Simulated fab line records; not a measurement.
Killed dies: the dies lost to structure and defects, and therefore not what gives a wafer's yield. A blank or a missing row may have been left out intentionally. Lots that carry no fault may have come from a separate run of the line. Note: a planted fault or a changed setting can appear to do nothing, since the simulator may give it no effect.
Struck lot and sound lot, side by side / flow n5 finfet / 36 out of 1938 route steps
Sound: these wafers, L854.3, L854.4, L854.6. Wafers struck: L858.1, L858.2, L858.4. The cause comes at the end.
Per side, at each step with rows, come the tool, then ch with its chambers, and then its first start. Under that, the readings that differ: sound wafers / struck wafers / difference of the means / sigmas: that difference in standard deviations of wafers without a fault.
alike: words and numbers the same on both sides, and readings whose means are apart by under 2 such deviations; not compared: readings that were withheld, readings missing a value for some wafer, numbers with overlapping values and no deviation given by the record, and bounds like >300 which may hide the same value.
The two part at a step that has a row with sigmas, a row that says differs or no value, or rows on one side only. When numbers do not overlap yet have no deviation, they are printed without sigmas and do not part them. A reading missing from all wafers of one side parts the sides only when that side holds two or more wafers.

first, 8 steps without rows for these wafers: N5_BEOL_M3_ECD_50 (material Cu, target thk 300 nm); N5_BEOL_M3_ANNEAL_51 (time 90 s); N5_BEOL_M3_CMP_52 (polishes, stops on SiOC, t overpolish 6.8 s, target thk 40 nm); N5_BEOL_M3_PRE_CLEAN_60 (time 15 s); N5_BEOL_M3_CO_CAP_55 (material Co, precursor CCTBA/H2, target thk 2 nm, time 102.1 s); N5_BEOL_M3_PRE_CLEAN_56 (time 15 s); N5_BEOL_M3_DEP_57 (deposits SiCN from 3MS/NH3, target thk 8 nm, time 14 s); N5_BEOL_M4_ILD_DEP_00 (deposits SiOC from DEMS/O2, target thk 79 nm, time 15.3 s).
N5_BEOL_M4_PECVD_72: deposits SiO2 from TEOS/O2, target thk 16 nm, time 18 s.
  sound on pecvd-04 ch 1,2, day 12 09:19; struck on pecvd-04 ch 0,1,2, day 12 23:53
  no value came back on the struck wafers for any of 5 readings (chamber pressure Torr (Torr), heater power outer w (W) and others); on the sound wafers chamber pressure Torr (Torr) reads 5.487 5.506 5.504
  not compared: since wet clean h
then, 25 steps without rows for these wafers: N5_BEOL_M4_HM_DEP_02 (deposits TiN, target thk 20 nm); N5_BEOL_M4_COAT_61 (time 60 s, resist thk 60 nm); N5_BEOL_M4_COAT_62 (time 60 s, resist thk 12 nm); N5_BEOL_M4_COAT_73 (time 60 s, resist thk 5 nm); N5_BEOL_M4_COAT_05 (resist thk 30 nm); N5_BEOL_M4_EBR_07; N5_BEOL_M4_SOFTBAKE_06 (time 60 s); N5_BEOL_M4_EXPOSE_08 (exposes mask M4); N5_BEOL_M4_PEB_09 (peb time 60 s); N5_BEOL_M4_DEVELOP_10 (develop time 30 s); N5_BEOL_M4_DESCUM_16 (chemistry O2, time 7 s); N5_BEOL_M4_ETCH_74 (etches underlayer in N2/H2, target depth 6.5 nm, time 5.2 s); N5_BEOL_M4_ETCH_63 (etches SiARC in CF4, target depth 15.6 nm, time 26 s); N5_BEOL_M4_ETCH_64 (etches SOC in N2/H2, target depth 75 nm, overetch 22.5 nm, time 121.9 s); N5_BEOL_M4_STRIP_65 (strips in N2/H2); N5_BEOL_M4_STRIP_75 (strips in N2/H2); N5_BEOL_M4_STRIP_66 (strips in CF4); N5_BEOL_M4_HM_OPEN_17 (chemistry Cl2/BCl3, target TiN, target depth 20 nm, overetch 6 nm); N5_BEOL_M4_STRIP_19 (strips in O2); N5_BEOL_M4_COAT_67 (time 60 s, resist thk 60 nm); N5_BEOL_M4_COAT_68 (time 60 s, resist thk 12 nm); N5_BEOL_M4_COAT_76 (time 60 s, resist thk 5 nm); N5_BEOL_M4_COAT_22 (resist thk 30 nm); N5_BEOL_M4_EBR_24; N5_BEOL_M4_SOFTBAKE_23 (time 60 s).
N5_BEOL_M4_RC_MEAS_101:
  sound on prober-02 ch 0, day 12 21:37; struck on prober-01 ch 0, day 14 09:32
reading=SS_P (mV/dec); sound=74.1 73.9 73.4; struck=73.0 72.5 70.9; difference=-1.7; sigmas=-3
reading=VT_N (mV); sound=245 248 249; struck=250 252 260; difference=+7; sigmas=+2
reading=VT_P (mV); sound=-243.7 -248.7 -247.2; struck=-251.0 -250.1 -257.1; difference=-6.2; sigmas=-2
  alike: DIBL_N, DIBL_P, IOFF_N, IOFF_P, ION_N, ION_P, SS_N
-- a jump in the record: the struck wafers' starts before and after are 5 days apart (it breaks off in module BEOL_M4 and resumes in module PASSIVATION, where the first step shown is number 1936 of the route) --
N5_PASSIVATION_PROBE_49:
  struck on prober-01, day 19 16:50; sound on prober-02, day 18 02:34
reading=defect limited yield (%); sound=90.6 92.4 89.8; struck=64.9 61.8; difference=-27.6; sigmas=-20
reading=killed_at_M4_up; sound=11 8 11; struck=338 338; difference=+328; sigmas=+64
reading=killed dies; sound=111 90 120; struck=414 451; difference=+326; sigmas=+19
reading=killed on rim; sound=16 13 21; struck=106 24; difference=+48; sigmas=+13
reading=sort_bin_5_function (%); sound=5.9 4.6 6.3; struck=32.4 34.7; difference=+27.9; sigmas=+29
reading=sort n pass; sound=1069 1090 1060; struck=766 729; difference=-326; sigmas=-19
reading=sort yield pct (%); sound=90.6 92.4 89.8; struck=64.9 61.8; difference=-27.6; sigmas=-20
  alike: killed_at_M0_to_M3, killed at contacts, killed at front end, killed at other, killed open, killed short, sort_bin_6_memory

## WHERE THEY PART
Last at N5_PASSIVATION_PROBE_49 as far as this record goes, first at N5_BEOL_M4_PECVD_72.

WHY: what the simulator had put in
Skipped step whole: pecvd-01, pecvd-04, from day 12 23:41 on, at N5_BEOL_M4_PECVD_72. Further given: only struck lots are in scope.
